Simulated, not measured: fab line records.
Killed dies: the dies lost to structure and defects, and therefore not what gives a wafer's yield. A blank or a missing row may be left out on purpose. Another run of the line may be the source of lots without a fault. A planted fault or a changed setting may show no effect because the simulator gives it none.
Which tool is to blame?    flow n5Finfet    9 lots, 27 wafers sampled, at 5 steps of a route of 1938

## WHAT THE GAUGES READ, wafer by wafer
N5_BEOL_M4_RC_MEAS_101. Usual: DIBL_N 37.3 mV/V, standard deviation 2.3; DIBL_P 37.4 mV/V, standard deviation 2.9; IOFF_N 0.18 nA/um, standard deviation 0.045; IOFF_P 0.25 nA/um, standard deviation 0.054; ION_N 679 uA/um, standard deviation 15; ION_P 468 uA/um, standard deviation 9.7; SS_N 71.8 mV/dec, standard deviation 0.62; SS_P 73.6 mV/dec, standard deviation 0.76; VT_N 248 mV, standard deviation 4.1; VT_P -248 mV, standard deviation 3.6.
lot   measured      on         DIBL_N (mV/V)   DIBL_P (mV/V)   IOFF_N (nA/um)  IOFF_P (nA/um)  ION_N (uA/um)  ION_P (uA/um)  SS_N (mV/dec)   SS_P (mV/dec)   VT_N (mV)    VT_P (mV)       flag
L300  day 7 19:43   prober-02  40.0 36.8 42.1  39.1 35.1 40.9  0.22 0.16 0.27  0.33 0.23 0.35  686 680 691    470 469 472    71.7 71.4 72.3  73.7 73.0 74.2  242 249 243  -242 -248 -241  
L303  day 8 21:13   prober-01  37.0 32.8 34.7  38.6 32.4 35.2  0.17 0.09 0.12  0.24 0.14 0.18  697 651 666    480 450 459    71.6 71.4 71.6  72.8 71.4 72.1  247 259 253  -249 -254 -249  
L304  day 8 22:00   prober-01  36.8 38.7 37.2  36.0 38.6 37.3  0.17 0.21 0.18  0.23 0.28 0.26  683 687 692    464 473 480    71.3 72.1 71.9  73.0 74.0 74.4  251 247 248  -249 -245 -245  
L313  day 11 20:29  prober-02  39.9 33.8 36.5  41.6 33.4 36.2  0.25 0.12 0.15  0.33 0.18 0.22  703 675 658    481 470 465    71.6 71.2 71.5  73.8 72.9 73.8  245 252 253  -243 -251 -247  
L314  day 11 02:22  prober-01  38.6 37.7 35.2  39.5 38.2 35.6  0.19 0.17 0.12  0.26 0.25 0.21  668 683 647    457 469 448    72.1 72.4 72.0  74.2 73.5 74.0  248 248 253  -251 -251 -252  
L315  day 11 22:19  prober-01  41.3 36.2 35.9  41.0 35.4 33.3  0.29 0.17 0.14  0.34 0.23 0.19  697 689 667    476 479 455    71.5 71.1 71.7  74.8 73.6 72.6  239 246 251  -244 -246 -250  
L319  day 12 10:40  prober-02  39.6 41.1 36.8  38.4 40.5 33.9  0.19 0.23 0.14  0.25 0.32 0.17  683 682 653    464 467 449    71.9 73.4 71.7  74.1 74.8 72.3  248 246 255  -251 -244 -253  
L321  day 13 07:53  prober-02  40.7 35.8 39.5  41.8 35.6 41.2  0.23 0.14 0.22  0.30 0.20 0.28  679 662 677    467 462 464    72.8 71.7 73.2  73.9 73.1 74.6  244 252 246  -248 -252 -249  
L323  day 13 13:46  prober-02  38.2 37.2 34.7  36.8 36.0 33.0  0.19 0.18 0.13  0.30 0.26 0.21  680 681 675    476 468 472    71.5 71.3 71.0  73.7 73.0 72.6  246 246 251  -242 -246 -248  

## EACH LOT AND THE TOOL THAT RAN IT (in order: tool; ch and the chambers of the sampled wafers; start)
lot   N5_HKMG_FIN_ETCH_32               N5_HKMG_FIN_CMP_23            N5_GATE_CUT_VAPOR_ETCH_60         N5_GATE_CUT_ETCH_58
L300  rieDiel-04 ch 2,3, day 4 04:22    cmp-02 ch 1,2,3, day 4 08:07  rieMetal-02 ch 0, day 4 09:06     rieDiel-05 ch 0,1, day 4 09:09
L303  rieDiel-06 ch 0,2, day 4 21:07    cmp-02 ch 1,2,3, day 5 00:56  rieMetal-02 ch 0,1, day 5 01:50   rieDiel-05 ch 0,1, day 5 01:55
L304  rieDiel-06 ch 0,2,3, day 5 08:22  cmp-02 ch 1,2, day 5 12:02    rieMetal-03 ch 0,1, day 5 12:56   rieDiel-03 ch 1,2,3, day 5 12:59
L313  rieDiel-04 ch 1,2,3, day 7 09:08  cmp-04 ch 0,1,3, day 7 13:05  rieMetal-03 ch 0,1, day 7 13:55   rieDiel-03 ch 2,3, day 7 14:00
L314  rieDiel-02 ch 1,2, day 7 15:40    cmp-03 ch 0,3, day 7 19:15    rieMetal-02 ch 0,1, day 7 20:15   rieDiel-01 ch 1,2, day 7 20:19
L315  rieDiel-04 ch 0,3, day 7 22:33    cmp-04 ch 0,2,3, day 8 02:29  rieMetal-01 ch 0,1, day 8 03:19   rieDiel-03 ch 0,3, day 8 03:22
L319  rieDiel-02 ch 0,1, day 9 00:09    cmp-02 ch 0,1,3, day 9 03:50  rieMetal-02 ch 0,1, day 9 04:50   rieDiel-05 ch 1,3, day 9 05:00
L321  rieDiel-06 ch 0,3, day 9 09:22    cmp-03 ch 1,2, day 9 13:02    rieMetal-02 ch 0,1, day 9 13:56   rieDiel-01 ch 0,1,2, day 9 14:01
L323  rieDiel-02 ch 1,2, day 10 01:39   cmp-04 ch 0,1, day 10 05:40   rieMetal-02 ch 0,1, day 10 06:34  rieDiel-03 ch 1,2,3, day 10 06:42
- N5_HKMG_FIN_ETCH_32: etches SOC in N2/H2, target depth 240 nm, time 300 s.
- N5_HKMG_FIN_CMP_23: polishes, stops on SiNx, t overpolish 10 s, target thk 46.326 nm.
- N5_GATE_CUT_VAPOR_ETCH_60: etches HfO2 in BCl3/Cl2.
- N5_GATE_CUT_ETCH_58: etches SiNx in CH3F/O2, target depth 17 nm, time 128.6 s.

## WHAT THE TOOLS THEMSELVES READ (means of the sampled wafers that have a number; where no wafer has one, the mark that the record gives instead)
N5_HKMG_FIN_ETCH_32. Usual: drypumpMotorCurrentA 5.6 A, standard deviation 0.37; oesProductAu 0.79 a.u., standard deviation 0.095; rfFwdPowerW 838.3 W, standard deviation 2.7; rfVppV 523.2 V, standard deviation 2; showerheadPlenumPTorr 2.52 Torr, standard deviation 0.072; throttleValvePct 17.87 %, standard deviation 0.26.
lot   tool        drypumpMotorCurrentA (A)  oesProductAu (a.u.)  rfFwdPowerW (W)  rfVppV (V)  showerheadPlenumPTorr (Torr)  throttleValvePct (%)  flag
L300  rieDiel-04  5.7                       0.80                 839.3            521.8       2.46                          17.48                 
L303  rieDiel-06  5.6                       0.70                 838.9            523.7       2.54                          18.09                 
L304  rieDiel-06  5.6                       0.77                 839.6            522.2       2.53                          17.99                 
L313  rieDiel-04  5.5                       0.76                 840.1            522.2       2.46                          17.84                 
L314  rieDiel-02  5.1                       0.74                 839.7            524.2       2.57                          17.75                 
L315  rieDiel-04  5.7                       0.77                 837.3            522.7       2.48                          17.61                 
L319  rieDiel-02  5.8                       0.71                 836.8            524.1       2.54                          17.68                 
L321  rieDiel-06  5.6                       0.89                 840.4            521.9       2.48                          17.70                 
L323  rieDiel-02  5.4                       0.71                 839.9            522.8       2.48                          17.72                 

N5_HKMG_FIN_CMP_23. Usual: headPressurePsi 4.001 psi, standard deviation 0.0081; motorCurrentA 12.3 A, standard deviation 0.76; overpolishRunS 10.001 s, standard deviation 0.01; timeToEndpointS 12.5 s, standard deviation 2.
lot   tool    headPressurePsi (psi)  motorCurrentA (A)  overpolishRunS (s)  timeToEndpointS (s)  flag
L300  cmp-02  3.998                  12.4               10.007              13.7                 
L303  cmp-02  4.001                  12.4               10.014              13.0                 
L304  cmp-02  3.999                  12.9               9.986               14.1                 
L313  cmp-04  4.005                  12.1               9.992               13.0                 
L314  cmp-03  4.002                  12.5               10.002              11.4                 
L315  cmp-04  4.003                  11.8               10.002              12.8                 
L319  cmp-02  3.999                  12.3               10.006              8.9                  
L321  cmp-03  4.000                  12.8               9.995               10.2                 
L323  cmp-04  3.995                  11.3               10.006              9.6                  

N5_GATE_CUT_VAPOR_ETCH_60. Usual: drypumpMotorCurrentA 5.8 A, standard deviation 0.34; oesProductAu 0.74 a.u., standard deviation 0.076.
lot   tool         drypumpMotorCurrentA (A)  oesProductAu (a.u.)  flag
L300  rieMetal-02  5.4                       0.79                 
L303  rieMetal-02  5.8                       0.75                 
L304  rieMetal-03  6.0                       0.70                 
L313  rieMetal-03  6.0                       0.77                 
L314  rieMetal-02  5.6                       0.75                 
L315  rieMetal-01  6.0                       0.71                 
L319  rieMetal-02  5.7                       0.73                 
L321  rieMetal-02  5.7                       0.74                 
L323  rieMetal-02  5.7                       0.73                 

N5_GATE_CUT_ETCH_58. Usual: drypumpMotorCurrentA 5.7 A, standard deviation 0.61; oesProductAu 0.82 a.u., standard deviation 0.1; rfFwdPowerW 413.5 W, standard deviation 1.3; rfVppV 98.8 V, standard deviation 0.84; showerheadPlenumPTorr 1.98 Torr, standard deviation 0.044; throttleValvePct 16.25 %, standard deviation 0.29.
lot   tool        drypumpMotorCurrentA (A)  oesProductAu (a.u.)  rfFwdPowerW (W)  rfVppV (V)  showerheadPlenumPTorr (Torr)  throttleValvePct (%)  flag
L300  rieDiel-05  5.8                       0.84                 413.0            98.6        2.01                          16.09                 
L303  rieDiel-05  5.7                       0.84                 414.6            99.7        2.01                          16.10                 
L304  rieDiel-03  5.4                       0.89                 413.0            98.0        1.97                          16.15                 
L313  rieDiel-03  5.6                       0.81                 413.4            98.8        1.98                          16.23                 
L314  rieDiel-01  5.6                       0.82                 413.0            97.7        1.93                          16.22                 
L315  rieDiel-03  6.5                       0.76                 413.3            98.6        1.97                          16.30                 
L319  rieDiel-05  5.4                       0.86                 412.4            99.3        2.04                          16.10                 
L321  rieDiel-01  5.8                       0.76                 414.1            98.2        1.94                          16.34                 
L323  rieDiel-03  5.4                       0.83                 414.2            99.2        1.96                          16.22                 

## THE ANSWER, worked out from the rows above alone
Rule: a lot counts as off when the mean over its wafers that have a number is more than 3 standard deviations away from the usual mean. A lot without any number at a reading at which 4 lots or more have one is off too. Any other lot the step has rows for is counted as sound. The gauges are gone through in route order, then the tools' own readings, and for those a lot's mean is taken as printed above. At the first step where some lot is off, the reading lying furthest off is the one used; lots without a number count as furthest.
Across all readings shown, no lot is off: no conclusion can be drawn from this.

## WHAT THE SIMULATOR HAD INSERTED
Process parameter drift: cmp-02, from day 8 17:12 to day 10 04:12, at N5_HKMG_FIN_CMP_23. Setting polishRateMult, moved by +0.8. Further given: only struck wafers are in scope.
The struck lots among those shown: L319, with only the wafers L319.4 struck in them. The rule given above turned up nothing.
